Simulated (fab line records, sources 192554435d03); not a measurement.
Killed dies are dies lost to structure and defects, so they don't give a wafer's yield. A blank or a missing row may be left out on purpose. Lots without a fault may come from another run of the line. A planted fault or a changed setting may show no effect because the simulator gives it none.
Chamber matching | flow n5_finfet | N5_GATE_CUT_HM_OPEN_40 on rie_diel-01: 4 sister chambers
The step chemistry C4F6/O2, target SiO2, target depth 139 nm, time 85.1 s. 18 wafers are shown with their chamber, then 9 later ones without.

WAFERS WITH THEIR CHAMBER
wafer  | chamber | throttle_valve_pct (%) | rf_vpp_V (V) | drypump_motor_current_A (A)
L080.1 | 3       | 20.90                  | 641          | 5.83
L080.3 | 0       | 20.48                  | 657          | 5.66
L080.4 | 1       | 21.01                  | 680          | 6.12
L081.1 | 1       | 21.02                  | 681          | 6.11
L081.2 | 2       | 21.15                  | 657          | 5.65
L081.4 | 0       | 20.48                  | 661          | 5.69
L084.2 | 1       | 21.01                  | 680          | 6.16
L084.4 | 1       | 21.02                  | 680          | 6.10
L084.6 | 1       | 21.01                  | 680          | 6.13
L085.3 | 2       | 21.15                  | 657          | 5.67
L085.5 | 2       | 21.16                  | 657          | 5.65
L085.6 | 0       | 20.49                  | 658          | 5.67
L087.4 | 0       | 20.51                  | 659          | 5.69
L087.5 | 2       | 21.16                  | 656          | 5.65
L087.6 | 1       | 21.05                  | 680          | 6.09
L089.1 | 2       | 21.16                  | 655          | 5.67
L089.3 | 0       | 20.51                  | 659          | 5.66
L089.5 | 2       | 21.16                  | 656          | 5.67

SIGNATURES (means of the wafers above)
reading                 | chamber 0 | chamber 1 | chamber 2 | chamber 3 | scatter within a chamber
throttle_valve_pct      | 20.4940   | 21.0200   | 21.1567   | 20.9000   | 0.0127
rf_vpp_V                | 658.80    | 680.17    | 656.33    | 641.00    | 0.962
drypump_motor_current_A | 5.6740    | 6.1183    | 5.6600    | 5.8300    | 0.0181
Rule: a wafer's distance from a chamber is the root of the sum, over the readings, of the square of ((its reading less the chamber's mean) divided by the reading's scatter). The wafer belongs to the nearest chamber; if the next one is less than 2 further off, it can't be placed. The scatter: the root of (the sum of the squares of (reading less its chamber's mean) over the shown wafers, divided by (wafers less chambers)).

WAFERS WITHOUT THEIR CHAMBER
wafer  | throttle_valve_pct (%) | rf_vpp_V (V) | drypump_motor_current_A (A)
L090.1 | 20.52                  | 660          | 5.67
L090.2 | 20.61                  | 641          | 5.84
L090.4 | 21.15                  | 656          | 5.66
L093.1 | 20.54                  | 658          | 5.64
L093.3 | 21.18                  | 656          | 5.65
L093.5 | 21.18                  | 657          | 5.68
L097.1 | 20.54                  | 658          | 5.66
L097.3 | 21.18                  | 656          | 5.65
L097.5 | 20.54                  | 659          | 5.65

WHICH CHAMBER EACH WENT THROUGH
wafer  | from the rows above     | in truth
L090.1 | 0                       | 0
L090.2 | can't be placed: 0 or 3 | 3
L090.4 | 2                       | 2
L093.1 | 0                       | 0
L093.3 | 2                       | 2
L093.5 | 2                       | 2
L097.1 | 0                       | 0
L097.3 | 2                       | 2
L097.5 | 0                       | 0
Placed correctly: 8 of 9. Can't be placed from these rows: 1 (the true chamber is among the candidates in 1). Placed wrongly: 0.
